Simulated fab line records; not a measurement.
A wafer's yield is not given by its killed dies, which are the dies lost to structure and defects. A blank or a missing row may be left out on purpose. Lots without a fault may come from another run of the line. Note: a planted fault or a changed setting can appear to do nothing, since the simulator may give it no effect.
fab line records	flow n5_finfet
record lots=24	wafers=72	last_day=18
route steps=1938 shown BEOL_M3@1000 BEOL_M4@1045
lots untouched by any fault: they come from a run of this same line in which no faults occurred
start_h: start of the lot's first displayed wafer, in hours after the record's first day	wait_h: hours elapsed since this lot's preceding step	" as in the row above	L1.1+2: a row that stands for several wafers	- no value, or no start was given	* or withheld: withheld	< > ~ a bound
route shown NAME@n: a module of which the file shows steps, and the number in the route of the first	usual: mean/standard deviation of fault-free wafers	same: alike in all rows	chamber/n: place in a boat	sites: readings site by site	_std_site: their standard deviation	_edge_site: inner sites' mean taken away from outer sites' mean	radius_mm: how far each site lies from the wafer's centre	mask NAME#n: copy n	behind: tool/chamber where the wafer was last shaped	hold: cause of the lot's hold/its duration in hours/its outcome	device: transistor that didn't switch, given as n, p or np	end of line: the same wafers' tests at the end of the route	a step with no rows: only its recipe	killed: the dies lost at the first sort to structure and to defects; this is not the yield of the wafer	map: the dies of a wafer, with x for killed, . for not killed, _ for no die there
set.NAME: setting as actually run; set.NAME@STEP: the setting as run at that earlier step	model.NAME: the simulator's own value behind a step, which no gauge read
route steps across a sampled set of lots; one table per step, one row per wafer
services: a tool's chamber out of use, with start hour (start_h, from the record's first day; less than 0 if before it), hours out, and reason
## steps
# step N5_BEOL_M3_SPUTTER_86
# recipe material=Cu	target_thk_a=45	temp_c=-20	chamber_pressure_pa=0.07	power_w=withheld	time_s=8.29
# usual chamber_pressure_pa=0.07/0.00012	throttle_valve_pct=29.8/0.96
lot.wafer	tool	chamber	start_h	wait_h	chamber_pressure_pa	throttle_valve_pct
L074.3	pvd_sputter-01	-	151.30	0.1	0.06994	30.5
L074.4	"	-	"	"	0.06996	30.0
L074.6	"	-	"	"	0.06999	30.0
L075.1	pvd_sputter-02	-	163.56	0.1	0.07011	29.0
L075.3	"	-	"	"	0.06993	30.0
L075.5	"	-	"	"	0.0701	31.5
L076.3	pvd_sputter-03	-	173.21	0.1	0.06998	28.2
L076.5	"	-	"	"	0.06993	28.2
L076.6	"	-	"	"	0.07021	29.3
L077.1	pvd_sputter-01	-	179.20	0.1	0.07003	30.6
L077.2	"	-	"	"	0.07004	28.8
L077.6	"	-	"	"	0.07003	30.4
L078.3	pvd_sputter-02	-	183.92	0.1	0.0703	31.5
L078.5	"	-	"	"	0.06995	29.2
L078.6	"	-	"	"	0.07011	31.8
L079.2	pvd_sputter-02	-	202.22	0.1	0.07006	30.2
L079.3	"	-	"	"	0.06977	32.2
L079.6	"	-	"	"	0.0699	30.3
L080.1	pvd_sputter-02	-	204.24	0.1	0.07004	31.7
L080.2	"	-	"	"	0.07016	30.3
L080.3	"	-	"	"	0.06996	30.7
L081.1	pvd_sputter-03	-	207.80	0.1	0.07033	30.0
L081.3	"	-	"	"	0.07005	28.4
L081.6	"	-	"	"	0.07037	30.2
L082.4	pvd_sputter-01	-	208.61	0.1	0.07008	30.7
L082.5	"	-	"	"	0.06987	30.3
L082.6	"	-	"	"	0.07007	30.0
L083.3	pvd_sputter-03	-	211.98	0.1	0.07001	30.1
L083.4	"	-	"	"	0.06988	29.5
L083.6	"	-	"	"	0.07003	28.0
L084.1	pvd_sputter-03	-	215.28	0.1	0.06999	28.1
L084.4	"	-	"	"	0.06979	29.4
L084.6	"	-	"	"	0.07005	28.3
L085.2	pvd_sputter-01	-	219.11	0.1	0.06986	30.9
L085.3	"	-	"	"	0.06974	28.9
L085.4	"	-	"	"	0.06999	29.7
L086.1	pvd_sputter-01	-	232.83	0.1	0.06984	31.0
L086.2	"	-	"	"	0.07002	29.0
L086.3	"	-	"	"	0.0698	30.4
L087.1	pvd_sputter-03	-	235.71	0.1	0.06988	30.3
L087.4	"	-	"	"	0.07007	28.2
L087.5	"	-	"	"	0.06995	28.4
L088.1	pvd_sputter-03	-	247.71	0.1	0.07011	28.3
L088.3	"	-	"	"	0.06982	29.9
L088.6	"	-	"	"	0.06993	28.3
L089.3	pvd_sputter-03	-	252.24	0.1	0.07019	29.9
L089.4	"	-	"	"	0.06996	29.4
L089.6	"	-	"	"	0.07018	30.2
L090.2	pvd_sputter-02	-	252.68	0.1	0.07002	29.4
L090.4	"	-	"	"	0.07024	30.6
L090.6	"	-	"	"	0.06977	29.2
L093.2	pvd_sputter-03	-	263.58	0.1	0.06979	30.2
L093.4	"	-	"	"	0.07008	28.4
L093.5	"	-	"	"	0.06979	28.2
L091.2	pvd_sputter-03	-	269.59	0.1	0.07004	29.5
L091.4	"	-	"	"	0.07004	29.2
L091.5	"	-	"	"	0.07004	29.4
L094.3	pvd_sputter-01	-	297.04	0.1	0.06989	30.6
L094.4	"	-	"	"	0.0699	29.0
L094.5	"	-	"	"	0.07007	31.1
L096.2	pvd_sputter-03	-	297.76	0.1	0.07007	28.3
L096.4	"	-	"	"	0.06993	29.6
L096.6	"	-	"	"	0.07005	29.6
L092.1	pvd_sputter-02	-	300.26	0.1	0.07015	29.4
L092.2	"	-	"	"	0.07004	30.7
L092.5	"	-	"	"	0.07022	30.6
L095.2	pvd_sputter-03	-	300.72	0.1	0.07001	28.2
L095.3	"	-	"	"	0.06999	29.2
L095.5	"	-	"	"	0.06996	29.7
L097.2	pvd_sputter-02	-	302.10	0.1	0.07002	29.5
L097.3	"	-	"	"	0.06986	30.4
L097.5	"	-	"	"	0.06992	31.6
# step N5_BEOL_M3_ANNEAL_87
# recipe temp_c=400	time_s=240	ambient=vacuum
# usual heater_power_w=824/85
lot.wafer	tool	chamber	start_h	wait_h	heater_power_w
L074.3	pvd_sputter-01	-	151.38	0.0	762
L074.4	"	-	"	"	840
L074.6	"	-	"	"	850
L075.1	pvd_sputter-02	-	163.64	0.0	797
L075.3	"	-	"	"	697
L075.5	"	-	"	"	786
L076.3	pvd_sputter-03	-	173.29	0.0	757
L076.5	"	-	"	"	793
L076.6	"	-	"	"	999
L077.1	pvd_sputter-01	-	179.28	0.0	775
L077.2	"	-	"	"	794
L077.6	"	-	"	"	751
L078.3	pvd_sputter-02	-	184.00	0.0	792
L078.5	"	-	"	"	814
L078.6	"	-	"	"	782
L079.2	pvd_sputter-02	-	202.30	0.0	698
L079.3	"	-	"	"	790
L079.6	"	-	"	"	702
L080.1	pvd_sputter-02	-	204.32	0.0	781
L080.2	"	-	"	"	718
L080.3	"	-	"	"	853
L081.1	pvd_sputter-03	-	207.88	0.0	740
L081.3	"	-	"	"	761
L081.6	"	-	"	"	773
L082.4	pvd_sputter-01	-	208.69	0.0	745
L082.5	"	-	"	"	750
L082.6	"	-	"	"	850
L083.3	pvd_sputter-03	-	212.06	0.0	760
L083.4	"	-	"	"	902
L083.6	"	-	"	"	787
L084.1	pvd_sputter-03	-	215.36	0.0	794
L084.4	"	-	"	"	898
L084.6	"	-	"	"	781
L085.2	pvd_sputter-01	-	219.19	0.0	896
L085.3	"	-	"	"	792
L085.4	"	-	"	"	870
L086.1	pvd_sputter-01	-	232.91	0.0	880
L086.2	"	-	"	"	782
L086.3	"	-	"	"	749
L087.1	pvd_sputter-03	-	235.79	0.0	759
L087.4	"	-	"	"	793
L087.5	"	-	"	"	787
L088.1	pvd_sputter-03	-	247.79	0.0	770
L088.3	"	-	"	"	881
L088.6	"	-	"	"	792
L089.3	pvd_sputter-03	-	252.32	0.0	894
L089.4	"	-	"	"	1020
L089.6	"	-	"	"	767
L090.2	pvd_sputter-02	-	252.76	0.0	838
L090.4	"	-	"	"	848
L090.6	"	-	"	"	833
L093.2	pvd_sputter-03	-	263.66	0.0	753
L093.4	"	-	"	"	762
L093.5	"	-	"	"	804
L091.2	pvd_sputter-03	-	269.67	0.0	859
L091.4	"	-	"	"	1010
L091.5	"	-	"	"	1031
L094.3	pvd_sputter-01	-	297.12	0.0	763
L094.4	"	-	"	"	787
L094.5	"	-	"	"	894
L096.2	pvd_sputter-03	-	297.84	0.0	766
L096.4	"	-	"	"	866
L096.6	"	-	"	"	1021
L092.1	pvd_sputter-02	-	300.34	0.0	819
L092.2	"	-	"	"	850
L092.5	"	-	"	"	836
L095.2	pvd_sputter-03	-	300.80	0.0	784
L095.3	"	-	"	"	1028
L095.5	"	-	"	"	871
L097.2	pvd_sputter-02	-	302.18	0.0	846
L097.3	"	-	"	"	684
L097.5	"	-	"	"	790
# step N5_BEOL_M3_ANNEAL_91
# recipe temp_c=400	time_s=240	ambient=vacuum
# usual heater_power_w=823/82
lot.wafer	tool	chamber	start_h	wait_h	heater_power_w
L074.3	pvd_sputter-01	-	151.82	0.0	760
L074.4	"	-	"	"	864
L074.6	"	-	"	"	842
L075.1	pvd_sputter-02	-	164.08	0.0	824
L075.3	"	-	"	"	715
L075.5	"	-	"	"	764
L076.3	pvd_sputter-03	-	173.73	0.0	778
L076.5	"	-	"	"	779
L076.6	"	-	"	"	1013
L077.1	pvd_sputter-01	-	179.72	0.0	756
L077.2	"	-	"	"	765
L077.6	"	-	"	"	752
L078.3	pvd_sputter-02	-	184.44	0.0	770
L078.5	"	-	"	"	806
L078.6	"	-	"	"	757
L079.2	pvd_sputter-02	-	202.74	0.0	709
L079.3	"	-	"	"	785
L079.6	"	-	"	"	695
L080.1	pvd_sputter-02	-	204.76	0.0	766
L080.2	"	-	"	"	702
L080.3	"	-	"	"	870
L081.1	pvd_sputter-03	-	208.32	0.0	749
L081.3	"	-	"	"	792
L081.6	"	-	"	"	746
L082.4	pvd_sputter-01	-	209.13	0.0	749
L082.5	"	-	"	"	755
L082.6	"	-	"	"	866
L083.3	pvd_sputter-03	-	212.50	0.0	768
L083.4	"	-	"	"	890
L083.6	"	-	"	"	789
L084.1	pvd_sputter-03	-	215.80	0.0	797
L084.4	"	-	"	"	893
L084.6	"	-	"	"	779
L085.2	pvd_sputter-01	-	219.63	0.0	876
L085.3	"	-	"	"	784
L085.4	"	-	"	"	869
L086.1	pvd_sputter-01	-	233.35	0.0	880
L086.2	"	-	"	"	790
L086.3	"	-	"	"	752
L087.1	pvd_sputter-03	-	236.23	0.0	760
L087.4	"	-	"	"	797
L087.5	"	-	"	"	783
L088.1	pvd_sputter-03	-	248.23	0.0	798
L088.3	"	-	"	"	862
L088.6	"	-	"	"	785
L089.3	pvd_sputter-03	-	252.76	0.0	885
L089.4	"	-	"	"	1017
L089.6	"	-	"	"	742
L090.2	pvd_sputter-02	-	253.20	0.0	832
L090.4	"	-	"	"	852
L090.6	"	-	"	"	846
L093.2	pvd_sputter-03	-	264.10	0.0	742
L093.4	"	-	"	"	797
L093.5	"	-	"	"	790
L091.2	pvd_sputter-03	-	270.11	0.0	876
L091.4	"	-	"	"	1015
L091.5	"	-	"	"	997
L094.3	pvd_sputter-01	-	297.56	0.0	758
L094.4	"	-	"	"	776
L094.5	"	-	"	"	896
L096.2	pvd_sputter-03	-	298.28	0.0	794
L096.4	"	-	"	"	895
L096.6	"	-	"	"	985
L092.1	pvd_sputter-02	-	300.78	0.0	837
L092.2	"	-	"	"	856
L092.5	"	-	"	"	859
L095.2	pvd_sputter-03	-	301.24	0.0	776
L095.3	"	-	"	"	1011
L095.5	"	-	"	"	870
L097.2	pvd_sputter-02	-	302.62	0.0	826
L097.3	"	-	"	"	740
L097.5	"	-	"	"	799
# step N5_BEOL_M4_STRIP_19
# recipe chemistry=O2	power_w=400	temp_c=40	pressure_mtorr=30	rf_frequency_hz=6e+07	bias_power_w=0	overash_fraction=0.2	o2_flow_sccm=225
# usual drypump_motor_current_A=5.7/0.47	oes_product_au=0.80/0.063	rf_vpp_V=3.7/0.48	showerhead_plenum_p_Torr=2.08/0.077	throttle_valve_pct=16.62/0.11
lot.wafer	tool	chamber	start_h	wait_h	drypump_motor_current_A	oes_product_au	rf_hours_counter_h	rf_vpp_V	showerhead_plenum_p_Torr	throttle_valve_pct
L074.3	rie_diel-04	2	155.62	0.1	4.7	0.91	34	3.1	2.13	16.36
L074.4	"	3	"	"	5.5	0.86	44	3.8	2.13	16.58
L074.6	"	0	"	"	6.1	0.90	-	3.4	2.03	16.42
L075.1	rie_diel-04	0	169.66	0.1	6.2	0.88	32	4.0	2.03	16.43
L075.3	"	3	"	"	5.5	0.85	48	4.2	2.13	16.59
L075.5	"	0	"	"	6.1	0.89	-	4.9	2.03	16.43
L076.3	rie_diel-01	0	177.50	0.1	6.2	0.82	64	3.5	2.03	16.60
L076.5	"	2	"	"	5.6	0.77	-	3.6	2.11	16.68
L076.6	"	3	"	"	6.2	0.79	-	3.3	2.03	16.61
L077.1	rie_diel-02	0	183.34	0.1	5.2	0.69	196	3.0	2.07	16.69
L077.2	"	2	"	"	5.7	0.88	50	3.4	2.03	16.64
L077.6	"	3	"	"	5.9	0.77	-	3.7	2.20	16.41
L078.3	rie_diel-04	2	189.80	0.2	4.7	0.87	44	3.7	2.13	16.38
L078.5	"	3	"	"	5.5	0.83	-	3.2	2.13	16.60
L078.6	"	2	"	"	4.7	0.87	-	2.7	2.13	16.38
L079.2	rie_diel-01	3	207.11	0.1	6.2	0.76	125	4.4	2.02	16.65
L079.3	"	0	"	"	6.2	0.83	77	4.0	2.03	16.62
L079.6	"	1	"	"	5.0	0.91	-	3.3	2.25	16.62
L080.1	rie_diel-01	0	207.79	0.1	6.2	0.82	77	3.4	2.03	16.62
L080.2	"	3	"	"	6.2	0.77	125	4.5	2.02	16.64
L080.3	"	2	"	"	5.6	0.77	138	3.5	2.11	16.71
L081.1	rie_diel-02	1	211.74	0.1	6.1	0.75	154	3.8	1.99	16.70
L081.3	"	2	"	"	5.7	0.86	60	3.1	2.02	16.65
L081.6	"	2	"	"	5.7	0.86	-	3.5	2.02	16.66
L082.4	rie_diel-02	2	214.76	0.1	5.7	0.87	60	4.3	2.02	16.66
L082.5	"	0	"	"	5.2	0.70	-	3.4	2.06	16.73
L082.6	"	3	"	"	5.9	0.77	-	3.8	2.19	16.42
L083.3	rie_diel-01	1	217.89	0.1	5.0	0.91	12	3.3	2.25	16.62
L083.4	"	2	"	"	5.7	0.75	141	3.8	2.11	16.69
L083.6	"	2	"	"	5.7	0.76	-	3.4	2.11	16.69
L084.1	rie_diel-04	3	219.21	0.1	5.5	0.83	60	4.0	2.13	16.62
L084.4	"	2	"	"	4.7	0.85	58	3.5	2.12	16.41
L084.6	"	2	"	"	4.7	0.86	-	3.8	2.12	16.41
L085.2	rie_diel-01	2	223.34	0.1	5.6	0.76	143	3.0	2.11	16.70
L085.3	"	0	"	"	6.2	0.82	82	2.9	2.03	16.63
L085.4	"	3	"	"	6.2	0.76	130	3.2	2.02	16.64
L086.1	rie_diel-02	0	238.40	0.1	5.2	0.68	217	3.3	2.06	16.74
L086.2	"	2	"	"	5.7	0.86	67	3.9	2.02	16.65
L086.3	"	3	"	"	5.9	0.75	158	3.6	2.19	16.44
L087.1	rie_diel-04	1	239.80	0.1	5.4	0.74	162	3.5	2.01	16.71
L087.4	"	0	"	"	6.1	0.85	63	4.1	2.02	16.48
L087.5	"	3	"	"	5.5	0.82	-	4.1	2.13	16.63
L088.1	rie_diel-04	2	251.49	0.1	4.7	0.84	71	4.0	2.12	16.43
L088.3	"	0	"	"	6.2	0.82	68	3.8	2.02	16.51
L088.6	"	3	"	"	5.5	0.82	-	3.6	2.13	16.63
L089.3	rie_diel-04	3	256.37	0.1	5.5	0.81	74	4.2	2.12	16.64
L089.4	"	0	"	"	6.1	0.83	69	3.1	2.02	16.50
L089.6	"	0	"	"	6.1	0.82	-	3.5	2.02	16.51
L090.2	rie_diel-01	3	257.54	0.1	6.2	0.76	143	2.7	2.02	16.68
L090.4	"	0	"	"	6.2	0.81	-	3.2	2.02	16.64
L090.6	"	3	"	"	6.1	0.76	-	3.7	2.02	16.69
L093.2	rie_diel-01	2	268.99	0.1	5.6	0.75	153	3.7	2.10	16.73
L093.4	"	1	"	"	5.1	0.87	32	4.2	2.25	16.66
L093.5	"	2	"	"	5.6	0.75	-	3.4	2.10	16.72
L091.2	rie_diel-02	0	274.84	0.1	5.2	0.67	229	3.6	2.05	16.76
L091.4	"	2	"	"	5.7	0.83	81	3.9	2.02	16.67
L091.5	"	2	"	"	5.7	0.83	-	3.3	2.01	16.69
L094.3	rie_diel-01	0	300.55	0.1	6.2	0.79	109	3.7	2.02	16.67
L094.4	"	2	"	"	5.6	0.75	162	3.1	2.10	16.74
L094.5	"	0	"	"	6.2	0.79	-	3.4	2.02	16.67
L096.2	rie_diel-02	3	302.99	0.1	5.9	0.73	177	3.3	2.18	16.49
L096.4	"	1	"	"	6.1	0.72	184	4.2	1.98	16.78
L096.6	"	3	"	"	5.9	0.73	-	3.2	2.18	16.49
L092.1	rie_diel-04	1	305.30	0.3	5.3	0.72	179	3.4	2.00	16.74
L092.2	"	2	"	"	4.7	0.82	88	4.5	2.11	16.46
L092.5	"	0	"	"	6.1	0.82	-	3.5	2.01	16.52
L095.2	rie_diel-04	0	305.95	0.3	6.1	0.81	84	4.0	2.01	16.52
L095.3	"	3	"	"	5.5	0.80	90	2.6	2.12	16.66
L095.5	"	1	"	"	5.4	0.73	-	3.3	2.00	16.74
L097.2	rie_diel-02	3	306.27	0.3	5.9	0.73	179	4.4	2.18	16.47
L097.3	"	0	"	"	5.2	0.67	238	4.0	2.05	16.79
L097.5	"	0	"	"	5.2	0.67	-	3.0	2.05	16.78
# step N5_BEOL_M4_INSPECT_30
# recipe mode=adi	inspect_instrument=brightfield
# usual raw_defect_count=431/100
lot.wafer	tool	chamber	start_h	wait_h	raw_defect_count
L074.3	defect_inspect-02	-	156.10	0.0	523
L074.4	"	-	"	"	497
L074.6	"	-	"	"	552
L075.1	defect_inspect-02	-	170.27	0.1	320
L075.3	"	-	"	"	371
L075.5	"	-	"	"	417
L076.3	defect_inspect-02	-	177.98	0.0	334
L076.5	"	-	"	"	407
L076.6	"	-	"	"	381
L077.1	defect_inspect-02	-	183.95	0.1	467
L077.2	"	-	"	"	334
L077.6	"	-	"	"	558
L078.3	defect_inspect-01	-	190.27	0.0	399
L078.5	"	-	"	"	355
L078.6	"	-	"	"	410
L079.2	defect_inspect-01	-	207.59	0.0	293
L079.3	"	-	"	"	339
L079.6	"	-	"	"	422
L080.1	defect_inspect-01	-	208.30	0.1	449
L080.2	"	-	"	"	454
L080.3	"	-	"	"	547
L081.1	defect_inspect-02	-	212.35	0.1	430
L081.3	"	-	"	"	447
L081.6	"	-	"	"	353
L082.4	defect_inspect-01	-	215.36	0.0	399
L082.5	"	-	"	"	410
L082.6	"	-	"	"	423
L083.3	defect_inspect-01	-	218.38	0.0	391
L083.4	"	-	"	"	459
L083.6	"	-	"	"	444
L084.1	defect_inspect-02	-	219.77	0.1	465
L084.4	"	-	"	"	506
L084.6	"	-	"	"	457
L085.2	defect_inspect-01	-	223.83	0.0	477
L085.3	"	-	"	"	383
L085.4	"	-	"	"	335
L086.1	defect_inspect-02	-	239.00	0.1	407
L086.2	"	-	"	"	377
L086.3	"	-	"	"	467
L087.1	defect_inspect-01	-	240.28	0.1	415
L087.4	"	-	"	"	398
L087.5	"	-	"	"	474
L088.1	defect_inspect-02	-	252.11	0.1	454
L088.3	"	-	"	"	327
L088.6	"	-	"	"	444
L089.3	defect_inspect-01	-	256.98	0.0	243
L089.4	"	-	"	"	430
L089.6	"	-	"	"	484
L090.2	defect_inspect-02	-	258.02	0.0	328
L090.4	"	-	"	"	295
L090.6	"	-	"	"	473
L093.2	defect_inspect-02	-	269.59	0.0	430
L093.4	"	-	"	"	425
L093.5	"	-	"	"	387
L091.2	defect_inspect-01	-	275.32	0.0	847
L091.4	"	-	"	"	445
L091.5	"	-	"	"	462
L094.3	defect_inspect-02	-	301.02	0.0	460
L094.4	"	-	"	"	494
L094.5	"	-	"	"	469
L096.2	defect_inspect-02	-	303.47	0.0	564
L096.4	"	-	"	"	885
L096.6	"	-	"	"	561
L092.1	defect_inspect-02	-	305.90	0.1	545
L092.2	"	-	"	"	504
L092.5	"	-	"	"	584
L095.2	defect_inspect-02	-	306.60	0.0	372
L095.3	"	-	"	"	310
L095.5	"	-	"	"	308
L097.2	defect_inspect-01	-	306.87	0.0	347
L097.3	"	-	"	"	363
L097.5	"	-	"	"	534
# step N5_BEOL_M4_ETCH_77
# recipe chemistry=N2/H2	target=underlayer	target_depth_a=65	mask_material=CAR-EUV	time_s=5.2	ion_energy_ev=200	pressure_mtorr=30	source_w=840	bias_w=150	n2_flow_sccm=200	h2_flow_sccm=200	ends=cleared
# usual drypump_motor_current_A=5.6/0.49	etch_rf_on_time_s=5.20/0.083	oes_product_au=0.68/0.051	rf_vpp_V=523.6/2.9	showerhead_plenum_p_Torr=2.53/0.084	throttle_valve_pct=17.81/0.21
lot.wafer	tool	chamber	start_h	wait_h	drypump_motor_current_A	etch_rf_on_time_s	oes_product_au	rf_hours_counter_h	rf_vpp_V	showerhead_plenum_p_Torr	throttle_valve_pct
L074.3	rie_diel-02	0	156.19	0.0	5.2	5.32	0.61	186	523.1	2.53	18.02
L074.4	"	2	"	"	5.7	5.10	0.75	40	522.1	2.50	18.22
L074.6	"	1	"	"	6.2	5.21	0.65	-	520.5	2.43	17.77
L075.1	rie_diel-02	3	170.33	0.0	5.9	5.16	0.66	133	527.1	2.66	17.58
L075.3	"	2	"	"	5.7	5.10	0.75	45	522.2	2.50	18.21
L075.5	"	3	"	"	5.9	5.17	0.64	-	526.0	2.67	17.52
L076.3	rie_diel-04	0	178.56	0.0	6.2	5.03	0.75	35	523.8	2.48	17.67
L076.5	"	1	"	"	5.4	5.20	0.66	-	523.2	2.46	18.11
L076.6	"	0	"	"	6.1	5.06	0.74	-	522.0	2.48	17.64
L077.1	rie_diel-01	0	184.02	0.0	6.2	5.14	0.71	68	523.2	2.46	17.71
L077.2	"	3	"	"	6.2	5.31	0.66	116	521.4	2.45	17.75
L077.6	"	0	"	"	6.2	5.11	0.72	-	524.1	2.46	17.70
L078.3	rie_diel-01	1	190.34	0.0	5.1	5.11	0.82	2	530.3	2.70	17.66
L078.5	"	1	"	"	5.0	5.10	0.81	-	529.7	2.70	17.65
L078.6	"	2	"	"	5.7	5.25	0.64	-	525.9	2.56	18.01
L079.2	rie_diel-04	0	207.66	0.0	6.1	5.13	0.74	48	520.7	2.47	17.68
L079.3	"	1	"	"	5.4	5.28	0.65	151	520.3	2.45	18.14
L079.6	"	2	"	"	4.8	5.29	0.74	-	527.1	2.58	17.57
L080.1	rie_diel-02	1	208.37	0.0	6.2	5.20	0.64	153	520.3	2.42	17.82
L080.2	"	3	"	"	5.9	5.17	0.65	145	527.8	2.66	17.56
L080.3	"	2	"	"	5.7	5.11	0.74	58	522.5	2.49	18.22
L081.1	rie_diel-01	1	212.42	0.0	5.0	5.11	0.78	10	528.8	2.70	17.62
L081.3	"	3	"	"	6.2	5.37	0.65	126	522.1	2.45	17.76
L081.6	"	3	"	"	6.2	5.33	0.64	-	522.6	2.45	17.78
L082.4	rie_diel-01	2	215.43	0.0	5.6	5.30	0.64	140	523.8	2.56	17.99
L082.5	"	0	"	"	6.3	5.13	0.71	-	521.7	2.45	17.72
L082.6	"	1	"	"	5.0	5.17	0.78	-	528.3	2.70	17.66
L083.3	rie_diel-01	2	218.44	0.0	5.6	5.25	0.64	141	525.3	2.56	17.99
L083.4	"	1	"	"	5.0	5.13	0.77	12	528.7	2.70	17.67
L083.6	"	1	"	"	5.0	5.15	0.77	-	527.8	2.70	17.69
L084.1	rie_diel-01	3	219.84	0.0	6.2	5.29	0.64	128	519.6	2.45	17.76
L084.4	"	2	"	"	5.7	5.18	0.64	141	524.0	2.56	18.00
L084.6	"	1	"	"	5.0	5.07	0.78	-	529.0	2.70	17.63
L085.2	rie_diel-04	2	224.25	0.0	4.7	5.26	0.73	61	524.4	2.58	17.58
L085.3	"	3	"	"	5.5	5.25	0.70	63	524.9	2.56	17.65
L085.4	"	0	"	"	6.1	5.15	0.71	-	521.5	2.47	17.71
L086.1	rie_diel-02	1	239.07	0.0	6.1	5.21	0.64	165	520.5	2.41	17.81
L086.2	"	3	"	"	5.9	5.17	0.64	158	526.3	2.65	17.58
L086.3	"	2	"	"	5.7	5.19	0.72	67	520.6	2.49	18.26
L087.1	rie_diel-04	2	240.63	0.0	4.8	5.26	0.73	67	523.5	2.58	17.58
L087.4	"	0	"	"	6.1	5.15	0.72	63	521.8	2.46	17.68
L087.5	"	1	"	"	5.4	5.31	0.62	-	521.0	2.45	18.17
L088.1	rie_diel-01	2	252.22	0.0	5.6	5.26	0.63	149	524.5	2.56	18.03
L088.3	"	1	"	"	5.0	5.03	0.76	25	529.5	2.69	17.69
L088.6	"	0	"	"	6.2	5.12	0.68	-	523.7	2.45	17.73
L089.3	rie_diel-04	3	257.04	0.0	5.5	5.26	0.70	75	523.9	2.55	17.64
L089.4	"	2	"	"	4.7	5.27	0.71	73	523.0	2.57	17.60
L089.6	"	0	"	"	6.2	5.12	0.71	-	520.6	2.46	17.71
L090.2	rie_diel-04	1	258.51	0.0	5.4	5.33	0.63	169	520.0	2.45	18.18
L090.4	"	3	"	"	5.5	5.27	0.69	75	522.3	2.55	17.66
L090.6	"	3	"	"	5.5	5.26	0.69	-	525.3	2.55	17.67
L093.2	rie_diel-04	2	269.66	0.0	4.7	5.22	0.72	78	523.7	2.57	17.61
L093.4	"	1	"	"	5.4	5.24	0.63	173	520.0	2.45	18.20
L093.5	"	2	"	"	4.7	5.26	0.72	-	524.9	2.57	17.61
L091.2	rie_diel-04	1	275.39	0.0	5.3	5.28	0.62	174	521.1	2.45	18.19
L091.4	"	0	"	"	6.2	5.11	0.71	75	523.8	2.46	17.70
L091.5	"	0	"	"	6.1	5.13	0.70	-	522.7	2.46	17.73
L094.3	rie_diel-01	3	301.09	0.0	6.2	5.22	0.62	158	520.4	2.44	17.83
L094.4	"	2	"	"	5.6	5.20	0.63	162	523.3	2.55	18.06
L094.5	"	0	"	"	6.3	5.16	0.68	-	520.5	2.44	17.80
L096.2	rie_diel-04	1	303.54	0.0	5.4	5.24	0.62	178	522.6	2.44	18.17
L096.4	"	2	"	"	4.8	5.34	0.69	87	524.3	2.57	17.63
L096.6	"	1	"	"	5.4	5.27	0.62	-	521.8	2.44	18.19
L092.1	rie_diel-04	0	306.37	0.0	6.1	5.16	0.69	84	521.2	2.46	17.75
L092.2	"	1	"	"	5.4	5.22	0.62	179	520.6	2.44	18.19
L092.5	"	0	"	"	6.1	5.12	0.69	-	520.2	2.46	17.74
L095.2	rie_diel-02	2	307.63	0.0	5.7	5.08	0.70	89	520.3	2.48	18.28
L095.3	"	0	"	"	5.2	5.36	0.57	238	525.1	2.51	18.08
L095.5	"	1	"	"	6.2	5.17	0.62	-	523.1	2.41	17.88
L097.2	rie_diel-01	2	307.75	0.0	5.6	5.22	0.63	165	523.8	2.55	18.05
L097.3	"	1	"	"	5.0	5.11	0.74	44	529.6	2.68	17.70
L097.5	"	2	"	"	5.6	5.24	0.63	-	525.5	2.55	18.05
## services
tool	chamber	start_h	hours	kind
rie_diel-02	0	128.23	12.0	repair
rie_diel-04	-	131.45	0.3	repair
rie_diel-01	1	162.05	-	clean
rie_diel-01	1	162.05	-	consumable_replace:focus_ring
rie_diel-01	1	162.05	-	consumable_replace:showerhead
rie_diel-01	1	162.05	22.6	scheduled_down
rie_diel-01	1	162.05	22.6	vent_cycle
rie_diel-01	-	196.61	0.9	repair
rie_diel-04	3	198.02	17.3	repair
rie_diel-02	2	220.41	6.5	repair
rie_diel-04	1	221.06	3.8	repair
rie_diel-01	2	231.74	9.0	repair
pvd_sputter-01	-	272.12	7.8	repair
rie_diel-04	1	279.28	15.5	repair
rie_diel-01	3	303.58	4.3	repair
## key
fault none
